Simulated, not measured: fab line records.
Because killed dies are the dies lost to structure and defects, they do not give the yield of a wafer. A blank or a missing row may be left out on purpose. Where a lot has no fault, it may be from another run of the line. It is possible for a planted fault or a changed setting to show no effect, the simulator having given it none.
fab line records | flow n5-finfet
record lots=7 | wafers=39
route steps=1938 shown ZERO_LAYER@11 FIN_SAQP@96 DUMMY_GATE@243 GATE_CUT@510 BEOL_M0_SAQP@638 BEOL_M0@736 BEOL_M3@931 BEOL_M6@1197 BEOL_M8@1398 BEOL_M9@1460 MIM_BOT@1833 PASSIVATION@1928
start-h: hours from the record's first day to the start of the lot's first wafer shown | wait-h: hours elapsed since this lot's preceding step | " repeats the value in the row above | L1.1+2: a row that stands for several wafers | - either no value or no given start | * or withheld: withheld | < > ~ a bound
route shown NAME@n: NAME is a module with steps in the file, n the number in the route of the first one | usual: the fault-free wafers' mean and standard deviation | same: alike in all rows | chamber/n: place in a boat | sites: each site's reading | _std_site: standard deviation across them | _edge_site: inner sites' mean taken away from outer sites' mean | radius-mm: for every site, how far away it sits from the centre of the wafer | mask NAME#n: copy n | behind: the tool/chamber that last shaped the wafer | hold: cause of the lot's hold/its duration in hours/its outcome | device: whichever transistor did not switch (one of n, p or np) | end of line: the route-end tests of the same wafers | step lacking rows: just its recipe | killed: the dies lost at the first sort to structure and to defects; this is not the yield of the wafer | map: a wafer's dies, marking killed ones x, the rest . and places with no die _
set.NAME: the setting the step ran with; set.NAME@STEP: the setting that earlier step ran with | model.NAME: the simulator's own value behind a step, which no gauge read
one table per step and one row per wafer, for lots whose settings were changed on purpose
## steps
# step N5_ZERO_LAYER_DEVELOP_10
# recipe develop-time-s=60 | rinse-liquid=diw | dry=air-spin | dev-temp-c=21
# step N5_FIN_SAQP_HM_DEP_03
# recipe material=SiNx | target-thk-a=380 | temp-c=400 | precursor=SiH4/NH3/N2 | pressure-torr=1.5 | rf-w=300 | time-s=33.6
# step N5_DUMMY_GATE_ETCH_31
# recipe chemistry=C4F6/O2 | target=SiO2 | mask-material=SOC | target-depth-a=825 | time-s=27.5 | ion-energy-ev=250 | pressure-mtorr=30 | source-w=345 | bias-w=185 | Ar_flow_sccm=300 | C4F6_flow_sccm=10 | O2_flow_sccm=10
# step N5_GATE_CUT_ALD_22
# recipe material=SiNx | target-thk-a=160 | temp-c=400 | ald-precursor-family=SiH2I2 | ald-co-reactant=N2/H2-plasma | pulse-time-s=1 | ald-cycles=320 | purge-time-s=2 | co-reactant-purge-time-s=2 | pressure-torr=2
# step N5_BEOL_M0_SAQP_PECVD_04
# recipe material=a-Si | target-thk-a=600 | temp-c=350 | precursor=SiH4/He | pressure-torr=3 | rf-w=100 | time-s=60.2
# step N5_BEOL_M0_SPUTTER_132
# recipe material=Cu | target-thk-a=40 | temp-c=-20 | chamber-pressure-pa=0.07 | power-w=withheld | time-s=7.37
# step N5_BEOL_M3_ILD_DEP_00
# recipe material=SiOC | target-thk-a=790 | temp-c=350 | precursor=DEMS/O2 | pressure-torr=5 | rf-w=500 | time-s=15.3
# step N5_BEOL_M3_SPUTTER_94
# recipe material=Cu | target-thk-a=45 | temp-c=-20 | chamber-pressure-pa=0.07 | power-w=withheld | time-s=8.29
# step N5_BEOL_M6_PECVD_70
# recipe material=SiO2 | target-thk-a=200 | temp-c=400 | precursor=TEOS/O2 | pressure-torr=5.5 | rf-w=450 | teos-flow-sccm=53.8 | gas=O2 | flow-sccm=3000 | time-s=22.7
# step N5_BEOL_M8_DEP_56
# recipe material=SiCN | target-thk-a=100 | temp-c=withheld | precursor=3MS/NH3 | pressure-torr=3 | rf-w=202 | time-s=17.5
# step N5_BEOL_M9_CVD_78
# recipe material=Co | target-thk-a=20 | temp-c=withheld | precursor=CCTBA/H2 | pressure-torr=30 | time-s=138.9
# step N5_MIM_BOT_SPUTTER_00
# recipe material=TiN | target-thk-a=350 | temp-c=200 | power-w=3000 | chamber-pressure-pa=0.49996 | gas=Ar | reactive-partial-pa=0.37997 | time-s=89.7
# step N5_PASSIVATION_DESCUM_46
# recipe chemistry=O2 | time-s=7.9 | source-power-w=50 | bias-power-w=20 | pressure-mtorr=20 | rf-frequency-hz=2.712e+07 | temp-c=40 | o2-flow-sccm=225
# step N5_PASSIVATION_PROBE_49
# usual killed-dies=105/17 | killed-on-rim=14/4.1
lot.wafer | tool      | chamber | start-h | wait-h | set.develop-time-s@ZERO_LAYER_DEVELOP_10 | set.time-s@FIN_SAQP_HM_DEP_03 | set.target-depth-a@DUMMY_GATE_ETCH_31 | set.ald-cycles@GATE_CUT_ALD_22 | set.time-s@BEOL_M0_SAQP_PECVD_04 | set.target-thk-a@BEOL_M0_SPUTTER_132 | set.target-thk-a@BEOL_M3_ILD_DEP_00 | set.time-s@BEOL_M3_SPUTTER_94 | set.time-s@BEOL_M6_PECVD_70 | set.time-s@BEOL_M8_DEP_56 | set.target-thk-a@BEOL_M9_CVD_78 | set.time-s@MIM_BOT_SPUTTER_00 | set.time-s@PASSIVATION_DESCUM_46 | killed-dies | killed-on-rim
L075.1    | prober-02 | -       | 278.40  | 0.0    | 60                                       | 33.6                          | 825                                   | 320                            | 60.2                             | 40                                   | 790                                 | 8.29                          | 22.7                        | 17.5                      | 20                              | 89.7                          | 7.9                              | 118         | 17
L075.4    | prober-02 | -       | 278.55  | 0.2    | 60                                       | 33.6                          | 825                                   | 320                            | 60.2                             | 40                                   | 790                                 | 8.29                          | 22.7                        | 17.5                      | 20                              | 89.7                          | 7.9                              | 104         | 10
L075.5    | prober-02 | -       | 278.60  | 0.2    | 60                                       | 33.6                          | 825                                   | 320                            | 60.2                             | 40                                   | 790                                 | 8.29                          | 22.7                        | 17.5                      | 20                              | 89.7                          | 7.9                              | 78          | 10
L078.1    | prober-02 | -       | 298.54  | 0.0    | 60                                       | 33.6                          | 1028                                  | 320                            | 60.2                             | 56.42                                | 790                                 | 11.85                         | 22.7                        | 17.5                      | 14.62                           | 89.7                          | 7.9                              | 83          | 14
L078.2    | prober-02 | -       | 298.59  | 0.1    | 60                                       | 33.6                          | 825                                   | 205                            | 60.2                             | 40                                   | 607.3                               | 8.29                          | 22.7                        | 17.5                      | 14.62                           | 89.7                          | 11.49                            | 103         | 16
L078.3    | prober-02 | -       | 298.64  | 0.1    | 60                                       | 53.56                         | 825                                   | 320                            | 24.12                            | 40                                   | 790                                 | 11.85                         | 12.01                       | 17.5                      | 14.62                           | 132.1                         | 11.49                            | 1180        | 152
L078.4    | prober-02 | -       | 298.69  | 0.2    | 60                                       | 53.56                         | 1028                                  | 205                            | 60.2                             | 56.42                                | 790                                 | 8.29                          | 12.01                       | 17.5                      | 20                              | 89.7                          | 11.49                            | 85          | 16
L078.5    | prober-02 | -       | 298.74  | 0.2    | 60                                       | 33.6                          | 825                                   | 320                            | 24.12                            | 56.42                                | 607.3                               | 8.29                          | 22.7                        | 17.5                      | 20                              | 132.1                         | 7.9                              | 1180        | 152
L078.6    | prober-02 | -       | 298.79  | 0.3    | 60                                       | 53.56                         | 1028                                  | 205                            | 24.12                            | 40                                   | 607.3                               | 11.85                         | 12.01                       | 17.5                      | 20                              | 132.1                         | 7.9                              | 1180        | 152
L082.1    | prober-02 | -       | 330.35  | 0.0    | 60                                       | 33.6                          | 825                                   | 320                            | 47.58                            | 40                                   | 583.4                               | 4.594                         | 26.33                       | 17.5                      | 20                              | 89.7                          | 5.706                            | 282         | 32
L082.2    | prober-02 | -       | 330.40  | 0.1    | 94.15                                    | 33.6                          | 825                                   | 320                            | 60.2                             | 40                                   | 790                                 | 4.594                         | 22.7                        | 17.5                      | 15.28                           | 62.59                         | 7.9                              | 115         | 17
L082.3    | prober-02 | -       | 330.45  | 0.1    | 94.15                                    | 33.6                          | 599.5                                 | 320                            | 47.58                            | 58.11                                | 790                                 | 8.29                          | 26.33                       | 17.5                      | 15.28                           | 62.59                         | 5.706                            | 911         | 149
L082.4    | prober-02 | -       | 330.50  | 0.2    | 94.15                                    | 24.23                         | 599.5                                 | 320                            | 47.58                            | 40                                   | 583.4                               | 8.29                          | 22.7                        | 8.435                     | 20                              | 62.59                         | 7.9                              | 437         | 49
L082.5    | prober-02 | -       | 330.55  | 0.2    | 60                                       | 24.23                         | 599.5                                 | 320                            | 60.2                             | 58.11                                | 583.4                               | 4.594                         | 22.7                        | 8.435                     | 15.28                           | 89.7                          | 5.706                            | 506         | 62
L082.6    | prober-02 | -       | 330.60  | 0.3    | 60                                       | 24.23                         | 825                                   | 320                            | 60.2                             | 58.11                                | 790                                 | 8.29                          | 26.33                       | 8.435                     | 20                              | 89.7                          | 7.9                              | 125         | 12
L087.1    | prober-01 | -       | 348.40  | 0.2    | 60                                       | 21.04                         | 661.3                                 | 400                            | 60.2                             | 40                                   | 790                                 | 9.903                         | 22.7                        | 23.55                     | 15.71                           | 89.7                          | 7.9                              | 81          | 13
L087.2    | prober-01 | -       | 348.45  | 0.3    | 95.47                                    | 33.6                          | 825                                   | 400                            | 60.2                             | 40                                   | 790                                 | 9.903                         | 15.21                       | 17.5                      | 20                              | 89.7                          | 7.9                              | 90          | 17
L087.3    | prober-01 | -       | 348.50  | 0.3    | 60                                       | 33.6                          | 661.3                                 | 320                            | 60.2                             | 40                                   | 790                                 | 8.29                          | 22.7                        | 23.55                     | 20                              | 48.5                          | 7.9                              | 111         | 8
L087.4    | prober-01 | -       | 348.55  | 0.4    | 60                                       | 21.04                         | 825                                   | 320                            | 60.2                             | 40                                   | 648.1                               | 9.903                         | 15.21                       | 17.5                      | 15.71                           | 89.7                          | 10.57                            | 94          | 12
L087.5    | prober-01 | -       | 348.60  | 0.4    | 95.47                                    | 33.6                          | 661.3                                 | 400                            | 60.2                             | 40                                   | 648.1                               | 8.29                          | 15.21                       | 23.55                     | 20                              | 48.5                          | 10.57                            | 125         | 14
L087.6    | prober-01 | -       | 348.65  | 0.5    | 95.47                                    | 21.04                         | 825                                   | 320                            | 60.2                             | 40                                   | 648.1                               | 8.29                          | 22.7                        | 17.5                      | 15.71                           | 48.5                          | 10.57                            | 78          | 7
L088.1    | prober-01 | -       | 369.38  | 0.0    | 83.61                                    | 33.6                          | 1295                                  | 320                            | 60.2                             | 16.98                                | 790                                 | 8.29                          | 22.7                        | 17.5                      | 20                              | 110.4                         | 12.5                             | 143         | 20
L088.2    | prober-01 | -       | 369.43  | 0.1    | 60                                       | 27.44                         | 825                                   | 243                            | 60.2                             | 40                                   | 790                                 | 8.29                          | 22.7                        | 17.5                      | 27.91                           | 89.7                          | 12.5                             | 117         | 15
L088.3    | prober-01 | -       | 369.48  | 0.1    | 60                                       | 27.44                         | 1295                                  | 320                            | 60.2                             | 16.98                                | 790                                 | 4.78                          | 22.7                        | 26.69                     | 20                              | 89.7                          | 7.9                              | 110         | 12
L088.4    | prober-01 | -       | 369.53  | 0.2    | 83.61                                    | 27.44                         | 825                                   | 243                            | 60.2                             | 16.98                                | 790                                 | 4.78                          | 22.7                        | 17.5                      | 27.91                           | 110.4                         | 7.9                              | 141         | 17
L088.5    | prober-01 | -       | 369.58  | 0.2    | 60                                       | 33.6                          | 825                                   | 320                            | 60.2                             | 40                                   | 790                                 | 8.29                          | 22.7                        | 26.69                     | 27.91                           | 110.4                         | 7.9                              | 111         | 16
L088.6    | prober-01 | -       | 369.63  | 0.3    | 83.61                                    | 33.6                          | 1295                                  | 243                            | 60.2                             | 40                                   | 790                                 | 4.78                          | 22.7                        | 26.69                     | 20                              | 89.7                          | 12.5                             | 148         | 21
L097.1    | prober-02 | -       | 410.95  | 0.0    | 60                                       | 33.6                          | 825                                   | 320                            | 60.2                             | 40                                   | 967.9                               | 10.15                         | 35.2                        | 17.5                      | 27.56                           | 109.1                         | 7.9                              | 92          | 10
L097.2    | prober-02 | -       | 411.00  | 0.1    | 60                                       | 33.6                          | 1281                                  | 237                            | 60.2                             | 40                                   | 967.9                               | 8.29                          | 35.2                        | 17.5                      | 20                              | 89.7                          | 7.9                              | 119         | 24
L097.3    | prober-02 | -       | 411.05  | 0.1    | 60                                       | 49.42                         | 1281                                  | 320                            | 60.2                             | 40                                   | 967.9                               | 8.29                          | 22.7                        | 17.5                      | 27.56                           | 109.1                         | 7.9                              | 124         | 17
L097.4    | prober-02 | -       | 411.10  | 0.2    | 60                                       | 49.42                         | 825                                   | 237                            | 60.2                             | 40                                   | 790                                 | 10.15                         | 35.2                        | 17.5                      | 20                              | 89.7                          | 5.843                            | 101         | 8
L097.5    | prober-02 | -       | 411.15  | 0.2    | 60                                       | 33.6                          | 1281                                  | 237                            | 60.2                             | 40                                   | 790                                 | 10.15                         | 22.7                        | 17.5                      | 27.56                           | 89.7                          | 5.843                            | 108         | 21
L097.6    | prober-02 | -       | 411.20  | 0.3    | 60                                       | 49.42                         | 825                                   | 320                            | 60.2                             | 40                                   | 790                                 | 8.29                          | 22.7                        | 17.5                      | 20                              | 109.1                         | 5.843                            | 105         | 20
L095.1    | prober-01 | -       | 410.97  | 0.0    | 60                                       | 40.16                         | 825                                   | 130                            | 60.2                             | 50.18                                | 599.9                               | 6.351                         | 22.7                        | 12.39                     | 24.56                           | 89.7                          | 3.205                            | 211         | 24
L095.2    | prober-01 | -       | 411.02  | 0.1    | 60                                       | 40.16                         | 825                                   | 130                            | 46.8                             | 40                                   | 790                                 | 8.29                          | 28.45                       | 12.39                     | 24.56                           | 89.7                          | 7.9                              | 110         | 8
L095.3    | prober-01 | -       | 411.07  | 0.1    | 60                                       | 33.6                          | 544.4                                 | 320                            | 60.2                             | 40                                   | 790                                 | 6.351                         | 22.7                        | 17.5                      | 20                              | 71.07                         | 7.9                              | 1177        | 152
L095.4    | prober-01 | -       | 411.12  | 0.2    | 60                                       | 33.6                          | 825                                   | 320                            | 60.2                             | 40                                   | 599.9                               | 8.29                          | 28.45                       | 12.39                     | 20                              | 71.07                         | 3.205                            | 157         | 21
L095.5    | prober-01 | -       | 411.17  | 0.2    | 60                                       | 40.16                         | 544.4                                 | 320                            | 46.8                             | 50.18                                | 599.9                               | 6.351                         | 28.45                       | 17.5                      | 24.56                           | 71.07                         | 7.9                              | 1180        | 152
L095.6    | prober-01 | -       | 411.22  | 0.3    | 60                                       | 33.6                          | 544.4                                 | 130                            | 46.8                             | 50.18                                | 790                                 | 8.29                          | 22.7                        | 17.5                      | 20                              | 89.7                          | 3.205                            | 1177        | 149
# killed by level:class
L075.1 MOL_CONTACT_COAG:geometric-particle:open=19 FIN_SAQP:geometric-particle:short=11 DUMMY_GATE:geometric-particle:open=11 STI_FIN_REVEAL:geometric-particle:open=10 FIN_SAQP:geometric-particle:open=9 BEOL_M1:geometric-particle:open=8 BEOL_M4:geometric-particle:open=7 MOL_CONTACT_COAG:geometric-particle:short=5
L075.4 MOL_CONTACT_COAG:geometric-particle:open=11 FIN_SAQP:geometric-particle:short=9 FIN_SAQP:geometric-particle:open=9 BEOL_M3:geometric-particle:open=8 DUMMY_GATE:geometric-particle:open=7 BEOL_M0_SAQP:geometric-particle:open=7 BEOL_M0:geometric-particle:open=6 BEOL_M1:geometric-particle:open=6
L075.5 FIN_SAQP:geometric-particle:open=8 MOL_CONTACT_COAG:geometric-particle:open=7 STI_FIN_REVEAL:geometric-particle:open=6 BEOL_M0_SAQP:geometric-particle:open=6 MIM_TOP_ETCH:geometric-particle:open=5 BEOL_M4:geometric-particle:open=4 FIN_SAQP:geometric-particle:short=3 DUMMY_GATE:geometric-particle:open=3
L078.1 FIN_SAQP:geometric-particle:open=16 FIN_SAQP:geometric-particle:short=9 MOL_CONTACT_COAG:geometric-particle:open=7 BEOL_M0_SAQP:geometric-particle:open=5 MOL_CONTACT_COAG:geometric-particle:short=4 STARTING-WAFER:geometric-particle:open=4 STI_FIN_REVEAL:geometric-particle:open=3 BEOL_M0_SAQP:geometric-particle:short=3
L078.2 BEOL_M3:area-ecd=16 MOL_CONTACT_COAG:geometric-particle:open=12 FIN_SAQP:geometric-particle:open=11 BEOL_M0:geometric-particle:open=6 BEOL_M4:geometric-particle:open=6 BEOL_M0_SAQP:geometric-particle:open=5 MOL_CONTACT_COAG:geometric-particle:short=4 MIM_TOP_ETCH:geometric-particle:short=3
L078.3 MIM_BOT:area-sputter=1108 FIN_SAQP:geometric-particle:open=12 FIN_SAQP:geometric-particle:short=6 STI_FIN_REVEAL:geometric-particle:open=6 BEOL_M1:geometric-particle:open=6 MOL_CONTACT_COAG:geometric-particle:open=5 BEOL_M1:geometric-particle:short=5 BEOL_M0_SAQP:geometric-particle:open=4
L078.4 BEOL_M0_SAQP:geometric-particle:open=7 FIN_SAQP:geometric-particle:short=6 MOL_CONTACT_COAG:geometric-particle:open=6 FIN_SAQP:geometric-particle:open=5 STI_FIN_REVEAL:geometric-particle:open=5 MOL_CONTACT_COAG:geometric-particle:short=3 BEOL_M0_SAQP:geometric-particle:short=3 BEOL_M8:geometric-particle:open=3
L078.5 MIM_BOT:area-sputter=1100 FIN_SAQP:geometric-particle:short=16 FIN_SAQP:geometric-particle:open=12 BEOL_M3:geometric-particle:open=4 BEOL_M0_SAQP:geometric-particle:short=4 MOL_CONTACT_COAG:geometric-particle:short=3 BEOL_M0:geometric-particle:open=3 BEOL_M1:geometric-particle:open=3
L078.6 MIM_BOT:area-sputter=1086 FIN_SAQP:geometric-particle:open=12 MOL_CONTACT_COAG:geometric-particle:open=11 BEOL_M0_SAQP:geometric-particle:short=8 FIN_SAQP:geometric-particle:short=7 STI_FIN_REVEAL:geometric-particle:open=5 BEOL_M4:geometric-particle:open=5 STARTING-WAFER:geometric-particle:open=5
L082.1 BEOL_M3:area-ecd=155 BEOL_M3:area-dep=18 STI_FIN_REVEAL:geometric-particle:open=14 MOL_CONTACT_COAG:geometric-particle:open=10 BEOL_M0_SAQP:geometric-particle:open=9 BEOL_M4:geometric-particle:open=8 FIN_SAQP:geometric-particle:open=7 FIN_SAQP:geometric-particle:short=7
L082.2 MOL_CONTACT_COAG:geometric-particle:open=13 BEOL_M3:geometric-particle:open=12 STI_FIN_REVEAL:geometric-particle:open=11 BEOL_M2:geometric-particle:open=10 FIN_SAQP:geometric-particle:open=7 BEOL_M0_SAQP:geometric-particle:short=6 DUMMY_GATE:geometric-particle:open=5 GATE_CUT:geometric-particle:short=5
L082.3 DUMMY_GATE:area-etch=780 STI_FIN_REVEAL:geometric-particle:open=22 MOL_CONTACT_COAG:geometric-particle:open=20 FIN_SAQP:geometric-particle:short=13 FIN_SAQP:geometric-particle:open=12 BEOL_M0_SAQP:geometric-particle:open=7 BEOL_M0_SAQP:geometric-particle:short=5 BEOL_M2:geometric-particle:open=5
L082.4 DUMMY_GATE:area-etch=277 BEOL_M3:area-ecd=42 MOL_CONTACT_COAG:geometric-particle:open=13 BEOL_M3:area-dep=13 FIN_SAQP:geometric-particle:short=10 BEOL_M2:geometric-particle:open=8 STI_FIN_REVEAL:geometric-particle:open=7 BEOL_M0_SAQP:geometric-particle:open=7
L082.5 DUMMY_GATE:area-etch=347 BEOL_M3:area-ecd=51 FIN_SAQP:geometric-particle:short=13 BEOL_M3:area-dep=12 BEOL_M0_SAQP:geometric-particle:short=9 MOL_CONTACT_COAG:geometric-particle:open=8 FIN_SAQP:geometric-particle:open=7 STI_FIN_REVEAL:geometric-particle:open=7
L082.6 MOL_CONTACT_COAG:geometric-particle:open=17 BEOL_M0:geometric-particle:open=12 STI_FIN_REVEAL:geometric-particle:open=11 BEOL_M1:geometric-particle:open=7 BEOL_M2:geometric-particle:open=7 MIM_TOP_ETCH:geometric-particle:open=6 STI_FIN_REVEAL:geometric-particle:short=5 MOL_CONTACT_COAG:geometric-particle:short=5
L087.1 STI_FIN_REVEAL:geometric-particle:open=12 BEOL_M3:geometric-particle:open=9 BEOL_M0_SAQP:geometric-particle:short=7 MOL_CONTACT_COAG:geometric-particle:open=6 BEOL_M0_SAQP:geometric-particle:open=4 BEOL_M0:geometric-particle:open=4 BEOL_M4:geometric-particle:open=4 STI_FIN_REVEAL:geometric-particle:short=3
L087.2 STI_FIN_REVEAL:geometric-particle:open=11 BEOL_M0_SAQP:geometric-particle:short=8 MOL_CONTACT_COAG:geometric-particle:open=7 BEOL_M4:geometric-particle:open=6 FIN_SAQP:geometric-particle:short=4 BEOL_M0:geometric-particle:open=4 BEOL_M3:geometric-particle:open=4 FIN_CUT:geometric-particle:open=3
L087.3 STI_FIN_REVEAL:geometric-particle:open=24 BEOL_M0_SAQP:geometric-particle:short=10 MOL_CONTACT_COAG:geometric-particle:open=6 BEOL_M0_SAQP:geometric-particle:open=6 STI_FIN_REVEAL:geometric-particle:short=5 BEOL_M2:geometric-particle:open=5 BEOL_M4:geometric-particle:open=5 FIN_SAQP:geometric-particle:open=4
L087.4 MOL_CONTACT_COAG:geometric-particle:open=13 BEOL_M0_SAQP:geometric-particle:open=9 STI_FIN_REVEAL:geometric-particle:open=8 BEOL_M0_SAQP:geometric-particle:short=7 STARTING-WAFER:geometric-particle:short=6 BEOL_M2:geometric-particle:open=5 MOL_CONTACT_COAG:geometric-particle:short=5 BEOL_M3:geometric-particle:open=5
L087.5 BEOL_M1:geometric-particle:open=16 BEOL_M0_SAQP:geometric-particle:short=14 MOL_CONTACT_COAG:geometric-particle:open=13 STI_FIN_REVEAL:geometric-particle:open=11 BEOL_M0_SAQP:geometric-particle:open=11 DUMMY_GATE:area-etch=8 FIN_SAQP:geometric-particle:short=7 FIN_SAQP:geometric-particle:open=5
L087.6 BEOL_M0_SAQP:geometric-particle:open=8 STI_FIN_REVEAL:geometric-particle:open=6 MOL_CONTACT_COAG:geometric-particle:open=6 BEOL_M5:geometric-particle:open=6 MOL_CONTACT_COAG:geometric-particle:short=5 BEOL_M0_SAQP:geometric-particle:short=5 BEOL_M4:geometric-particle:open=5 BEOL_M6:geometric-particle:open=5
L088.1 MOL_CONTACT_COAG:geometric-particle:short=16 MOL_CONTACT_COAG:geometric-particle:open=15 FIN_SAQP:geometric-particle:open=14 STI_FIN_REVEAL:geometric-particle:open=12 BEOL_M0:interface-void-opened=10 BEOL_M0_SAQP:geometric-particle:open=9 BEOL_M0_SAQP:geometric-particle:short=8 BEOL_M4:geometric-particle:open=7
L088.2 BEOL_M0_SAQP:geometric-particle:short=15 FIN_SAQP:geometric-particle:open=11 BEOL_M0_SAQP:geometric-particle:open=10 FIN_SAQP:geometric-particle:short=9 MOL_CONTACT_COAG:geometric-particle:open=8 STI_FIN_REVEAL:geometric-particle:open=7 ILD0:geometric-particle:short=7 ILD0:geometric-particle:open=6
L088.3 STI_FIN_REVEAL:geometric-particle:open=9 FIN_SAQP:geometric-particle:open=8 BEOL_M0_SAQP:geometric-particle:short=7 FIN_SAQP:geometric-particle:short=6 DUMMY_GATE:geometric-particle:open=6 ILD0:geometric-particle:short=6 BEOL_M0_SAQP:geometric-particle:open=6 BEOL_M1:geometric-particle:short=5
L088.4 FIN_SAQP:geometric-particle:open=18 BEOL_M0_SAQP:geometric-particle:short=13 BEOL_M0_SAQP:geometric-particle:open=13 FIN_SAQP:geometric-particle:short=10 MOL_CONTACT_COAG:geometric-particle:open=8 STI_FIN_REVEAL:geometric-particle:open=6 BEOL_M3:geometric-particle:open=6 STARTING-WAFER:geometric-particle:short=6
L088.5 FIN_SAQP:geometric-particle:short=13 FIN_SAQP:geometric-particle:open=9 DUMMY_GATE:geometric-particle:open=9 STI_FIN_REVEAL:geometric-particle:open=8 BEOL_M0_SAQP:geometric-particle:short=7 BEOL_M2:geometric-particle:open=6 MOL_CONTACT_COAG:geometric-particle:open=6 BEOL_M0_SAQP:geometric-particle:open=5
L088.6 MOL_CONTACT_COAG:geometric-particle:open=16 FIN_SAQP:geometric-particle:open=14 BEOL_M0_SAQP:geometric-particle:open=13 STI_FIN_REVEAL:geometric-particle:open=10 DUMMY_GATE:geometric-particle:open=8 BEOL_M3:geometric-particle:open=8 FIN_SAQP:geometric-particle:short=7 PAD_METAL:geometric-particle:short=6
L097.1 MOL_CONTACT_COAG:geometric-particle:open=11 FIN_SAQP:geometric-particle:open=9 BEOL_M1:geometric-particle:open=9 BEOL_M4:geometric-particle:open=6 FIN_SAQP:geometric-particle:short=5 GATE_CUT:geometric-particle:short=5 STI_FIN_REVEAL:geometric-particle:open=4 DUMMY_GATE:geometric-particle:open=4
L095.1 BEOL_M3:area-ecd=94 MOL_CONTACT_COAG:geometric-particle:open=18 STI_FIN_REVEAL:geometric-particle:open=12 BEOL_M4:geometric-particle:open=8 MOL_CONTACT_COAG:geometric-particle:short=7 BEOL_M4:geometric-particle:short=6 FIN_SAQP:geometric-particle:short=5 DUMMY_GATE:geometric-particle:open=5
L097.2 MOL_CONTACT_COAG:geometric-particle:open=14 BEOL_M0_SAQP:geometric-particle:open=11 BEOL_M4:geometric-particle:open=11 FIN_SAQP:geometric-particle:short=9 FIN_SAQP:geometric-particle:open=8 BEOL_M0_SAQP:geometric-particle:short=8 MOL_CONTACT_COAG:geometric-particle:short=7 BEOL_M3:geometric-particle:open=7
L095.2 MOL_CONTACT_COAG:geometric-particle:open=15 BEOL_M4:geometric-particle:open=13 BEOL_M0_SAQP:geometric-particle:open=10 STI_FIN_REVEAL:geometric-particle:open=9 FIN_SAQP:geometric-particle:short=8 BEOL_M1:geometric-particle:open=7 FIN_SAQP:geometric-particle:open=6 BEOL_M0_SAQP:geometric-particle:short=6
L097.3 STI_FIN_REVEAL:geometric-particle:open=27 MOL_CONTACT_COAG:geometric-particle:open=13 FIN_SAQP:geometric-particle:short=11 FIN_SAQP:geometric-particle:open=9 STI_FIN_REVEAL:geometric-particle:short=9 BEOL_M2:geometric-particle:open=7 BEOL_M3:geometric-particle:open=6 BEOL_M0_SAQP:geometric-particle:open=4
L095.3 DUMMY_GATE:area-etch=1083 MOL_CONTACT_COAG:geometric-particle:open=13 BEOL_M0_SAQP:geometric-particle:short=10 BEOL_M0_SAQP:geometric-particle:open=9 GATE_CUT:geometric-particle:short=8 STI_FIN_REVEAL:geometric-particle:open=8 STARTING-WAFER:geometric-particle:open=5 DUMMY_GATE:geometric-particle:open=4
L097.4 FIN_SAQP:geometric-particle:open=10 FIN_SAQP:geometric-particle:short=10 MOL_CONTACT_COAG:geometric-particle:open=8 BEOL_M3:geometric-particle:open=7 BEOL_M4:geometric-particle:open=7 BEOL_M1:geometric-particle:short=6 BEOL_M3:geometric-particle:short=6 BEOL_M0_SAQP:geometric-particle:open=5
L095.4 BEOL_M3:area-ecd=41 STI_FIN_REVEAL:geometric-particle:open=26 MOL_CONTACT_COAG:geometric-particle:open=13 STI_FIN_REVEAL:geometric-particle:short=7 BEOL_M0_SAQP:geometric-particle:short=7 BEOL_M0_SAQP:geometric-particle:open=7 BEOL_M4:geometric-particle:open=7 GATE_CUT:geometric-particle:short=6
L097.5 MOL_CONTACT_COAG:geometric-particle:open=24 FIN_SAQP:geometric-particle:open=10 BEOL_M4:geometric-particle:open=10 FIN_SAQP:geometric-particle:short=10 STI_FIN_REVEAL:geometric-particle:open=10 MOL_CONTACT_COAG:geometric-particle:short=5 GATE_CUT:geometric-particle:open=4 BEOL_M0_SAQP:geometric-particle:open=3
L095.5 DUMMY_GATE:area-etch=1072 MOL_CONTACT_COAG:geometric-particle:open=17 STI_FIN_REVEAL:geometric-particle:open=15 BEOL_M0_SAQP:geometric-particle:short=10 BEOL_M0_SAQP:geometric-particle:open=8 STI_FIN_REVEAL:geometric-particle:short=6 GATE_CUT:geometric-particle:short=6 FIN_SAQP:geometric-particle:open=5
L097.6 FIN_SAQP:geometric-particle:open=11 BEOL_M0_SAQP:geometric-particle:short=10 STI_FIN_REVEAL:geometric-particle:open=9 MOL_CONTACT_COAG:geometric-particle:open=9 FIN_SAQP:geometric-particle:short=8 BEOL_M3:geometric-particle:open=8 BEOL_M4:geometric-particle:open=7 BEOL_M1:geometric-particle:open=5
L095.6 DUMMY_GATE:area-etch=1046 MOL_CONTACT_COAG:geometric-particle:open=33 BEOL_M1:geometric-particle:open=14 STI_FIN_REVEAL:geometric-particle:open=12 FIN_SAQP:geometric-particle:open=10 BEOL_M0_SAQP:geometric-particle:open=8 BEOL_M0_SAQP:geometric-particle:short=6 FIN_SAQP:geometric-particle:short=4
## key
split step=N5_ZERO_LAYER_DEVELOP_10 | setting=develop-time-s | stated-as=60
response none clear
split step=N5_FIN_SAQP_HM_DEP_03 | setting=time-s | stated-as=33.6
response none clear
split step=N5_DUMMY_GATE_ETCH_31 | setting=target-depth-a | stated-as=825
response none clear
split step=N5_GATE_CUT_ALD_22 | setting=ald-cycles | stated-as=320
response none clear
split step=N5_BEOL_M0_SAQP_PECVD_04 | setting=time-s | stated-as=60.2
response step=N5_PASSIVATION_PROBE_49 | reading=killed-dies | slope=-20.7 | per=1% | together-with=all | explained=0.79
response step=N5_PASSIVATION_PROBE_49 | reading=killed-on-rim | slope=-2.64 | per=1% | together-with=all | explained=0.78
split step=N5_BEOL_M0_SPUTTER_132 | setting=target-thk-a | stated-as=40
response none clear
split step=N5_BEOL_M3_ILD_DEP_00 | setting=target-thk-a | stated-as=790
response none clear
split step=N5_BEOL_M3_SPUTTER_94 | setting=time-s | stated-as=8.29
response none clear
split step=N5_BEOL_M6_PECVD_70 | setting=time-s | stated-as=22.7
response none clear
split step=N5_BEOL_M8_DEP_56 | setting=time-s | stated-as=17.5
response none clear
split step=N5_BEOL_M9_CVD_78 | setting=target-thk-a | stated-as=20
response none clear
split step=N5_MIM_BOT_SPUTTER_00 | setting=time-s | stated-as=89.7
response none clear
split step=N5_PASSIVATION_DESCUM_46 | setting=time-s | stated-as=7.9
response none clear
